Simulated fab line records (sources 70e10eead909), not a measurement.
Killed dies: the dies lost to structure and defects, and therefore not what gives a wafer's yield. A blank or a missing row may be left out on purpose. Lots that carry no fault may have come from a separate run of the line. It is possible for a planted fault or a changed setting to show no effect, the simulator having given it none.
Matching of chambers -- flow nandHarc -- NHARC_A_STAIRCASE_ETCH_253 on rieDiel-01 has 4 sister chambers
The step etches the open film in C4F8/O2, target depth 50 nm, time 20.2 s. 4 wafers are shown with their chamber, then 12 later ones without.

## EACH WAFER AND ITS CHAMBER
wafer,chamber,oesProductAu (a.u.)
L087.6,1,0.943
L088.2,0,0.955
L088.4,3,0.959
L088.5,2,0.962

## WAFERS WITH NO CHAMBER GIVEN
wafer,oesProductAu (a.u.)
L089.1,0.942
L089.3,0.938
L089.4,0.950
L091.4,0.951
L091.5,0.948
L091.6,0.962
L093.1,0.961
L093.3,0.959
L093.4,0.967
L096.1,0.973
L096.2,0.959
L096.4,0.977

## CHAMBER TAKEN BY EACH
wafer,from the rows above,in truth
L089.1,can't be placed: 1 or 0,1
L089.3,can't be placed: 1 or 0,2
L089.4,can't be placed: 0 or 1 or 3 or 2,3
L091.4,can't be placed: 0 or 1 or 3 or 2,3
L091.5,can't be placed: 1 or 0 or 3 or 2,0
L091.6,can't be placed: 2 or 3 or 0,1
L093.1,can't be placed: 2 or 3 or 0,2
L093.3,can't be placed: 3 or 2 or 0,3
L093.4,can't be placed: 2 or 3 or 0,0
L096.1,can't be placed: 2 or 3 or 0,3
L096.2,can't be placed: 3 or 2 or 0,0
L096.4,can't be placed: 2 or 3 or 0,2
Correctly placed: 0 of 12. These rows do not allow placing 12 (true chamber among the candidates in 10). Wrongly placed: 0.
How it was worked out, from the rows above alone: a wafer's distance from a chamber is the root of the sum, over the readings, of the square of ((its reading less the chamber's mean) divided by the reading's scatter). The wafer belongs to the nearest chamber; if the next one is less than 2 further off, it can't be placed. A chamber's mean is the mean of its shown wafers. The scatter (one wafer shown for each chamber): square how far every hidden wafer sits from the nearest shown wafer, average those squares and take the square root.
